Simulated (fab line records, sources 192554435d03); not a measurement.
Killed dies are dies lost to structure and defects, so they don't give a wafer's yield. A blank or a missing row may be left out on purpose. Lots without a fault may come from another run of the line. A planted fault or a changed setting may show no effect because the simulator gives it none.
Split-lot experiment | flow n5_finfet | 7 lots, 39 wafers read, on a route of 1938 steps

THE SPLIT
At N5_BEOL_M5_ILD_DEP_00 (deposits SiCOH lowk from DEMS/porogen, target thk 140.64 nm, time 25.9 s), the setting time_s was moved away from the recipe's 25.9 s on 12 of the 39 wafers read, by -43.9% to +48.8%. The other wafers ran this setting at the recipe's value.

FROM THE SPLIT TO THE READING: what the file shows between them, 1 step
- N5_BEOL_M5_CURE_79: cures SiCOH lowk, time 240 s

THE READING
M5_ILD_THK, in nm, at N5_BEOL_M5_THK_MEAS_01. Fault-free wafers of this fab line usually give 120.9 nm, standard deviation 1.8 nm.

wafer  | tool, chamber at the split | time_s as run, s | against the recipe | M5_ILD_THK, nm | against lot-mates on the recipe
L075.1 | pecvd-03, 2                | 14.54            | -43.9%             | 67.4           | -53.1
L075.2 | pecvd-03, 1,2              | 25.9             | recipe             | 119.7          | -
L075.3 | pecvd-03, 0                | 14.54            | -43.9%             | 68.4           | -52.1
L075.4 | pecvd-03, 1                | 25.9             | recipe             | 122.1          | -
L075.5 | pecvd-03, 0                | 14.54            | -43.9%             | 69.1           | -51.4
L075.6 | pecvd-03, 1,2              | 25.9             | recipe             | 119.8          | -
L076.1 | pecvd-03, 1                | 25.9             | recipe             | 120.4          | -
L076.2 | pecvd-03, 2                | 33.72            | +30.2%             | 154.0          | +32.5
L076.3 | pecvd-03, 0                | 33.72            | +30.2%             | 155.0          | +33.5
L076.4 | pecvd-03, 2                | 33.72            | +30.2%             | 156.1          | +34.6
L076.5 | pecvd-03, 0                | 25.9             | recipe             | 121.2          | -
L076.6 | pecvd-03, 1                | 25.9             | recipe             | 122.8          | -
L078.1 | pecvd-03, 1                | 25.9             | recipe             | 120.6          | -
L078.2 | pecvd-03, 0                | 25.9             | recipe             | 120.7          | -
L078.3 | pecvd-03, 2                | 25.9             | recipe             | 120.2          | -
L078.4 | pecvd-03, 2                | 25.9             | recipe             | 121.3          | -
L078.5 | pecvd-03, 0                | 25.9             | recipe             | 123.2          | -
L078.6 | pecvd-03, 1                | 25.9             | recipe             | 123.1          | -
L082.1 | pecvd-01, 0                | 25.9             | recipe             | 118.5          | -
L082.3 | pecvd-01, 0                | 25.9             | recipe             | 121.6          | -
L082.4 | pecvd-01, 1                | 25.9             | recipe             | 124.2          | -
L085.1 | pecvd-04, 0                | 25.9             | recipe             | 120.3          | -
L085.2 | pecvd-04, 2                | 25.9             | recipe             | 121.1          | -
L085.3 | pecvd-04, 1                | 25.9             | recipe             | 121.1          | -
L085.4 | pecvd-04, 2                | 25.9             | recipe             | 122.8          | -
L085.5 | pecvd-04, 1                | 25.9             | recipe             | 122.1          | -
L085.6 | pecvd-04, 0                | 25.9             | recipe             | 122.9          | -
L092.1 | pecvd-03, 2                | 25.9             | recipe             | 119.4          | -
L092.2 | pecvd-03, 1                | 35.55            | +37.3%             | 166.7          | +44.9
L092.3 | pecvd-03, 0                | 35.55            | +37.3%             | 164.8          | +43.0
L092.4 | pecvd-03, 1                | 25.9             | recipe             | 122.9          | -
L092.5 | pecvd-03, 0                | 25.9             | recipe             | 123.1          | -
L092.6 | pecvd-03, 2                | 35.55            | +37.3%             | 166.4          | +44.6
L094.1 | pecvd-01, 2                | 38.54            | +48.8%             | 178.0          | +55.4
L094.2 | pecvd-01, 1                | 25.9             | recipe             | 122.4          | -
L094.3 | pecvd-01, 2                | 25.9             | recipe             | 121.7          | -
L094.4 | pecvd-01, 1                | 25.9             | recipe             | 123.8          | -
L094.5 | pecvd-01, 1                | 38.54            | +48.8%             | 179.8          | +57.2
L094.6 | pecvd-01, 2                | 38.54            | +48.8%             | 178.9          | +56.3
Where a row lists several chambers, the file gives one row for several wafers and doesn't say which wafer went through which chamber.

THE FIT
A straight line over all 39 wafers: M5_ILD_THK changes by +1.18 nm for each +1% of time_s; r = +1.00; the points scatter about the line by 1.5 nm.
The same after taking each lot's own level away (the mean of its wafers on the recipe; 39 wafers): +1.17 nm for each +1%; r = +1.00; scatter 1.4 nm.
On that fit, the largest move of time_s shifts the reading by 57 nm.
The lots' own levels span 120.53 to 122.63 nm, that is 1.2 times the standard deviation above.
So the lot-to-lot level changes the slope little: the two slopes agree.
Check: with one of the wafers moved furthest among these (+48.8%) left out of the fit, the line predicts +57 nm for it against its lot-mates. It came out at +55.4 nm against them.

THE WHOLE CHAIN: every reading that the file lists as answering this split, in the file's order
step                   | what it does                                                             | reading                                                                                  | change (the file's fit)              | r (the file's)
N5_BEOL_M5_ILD_DEP_00  | deposits SiCOH lowk from DEMS/porogen, target thk 140.64 nm, time 25.9 s | SiCOH_lowk_of_BEOL_M5_ILD_DEP_00.thk_nm (the simulator's own value, which no gauge read) | +1.34 nm for each +1% of the setting | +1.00
N5_BEOL_M5_CURE_79     | cures SiCOH lowk, time 240 s                                             | SiCOH_lowk_of_BEOL_M5_ILD_DEP_00.thk_nm (the simulator's own value, which no gauge read) | +1.17 nm for each +1% of the setting | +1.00
N5_BEOL_M5_THK_MEAS_01 |                                                                          | M5_ILD_THK                                                                               | +1.17 for each +1% of the setting    | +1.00

THE FILE'S OWN FIT
M5_ILD_THK changes by +1.17 nm for each +1% of time_s, r = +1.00.
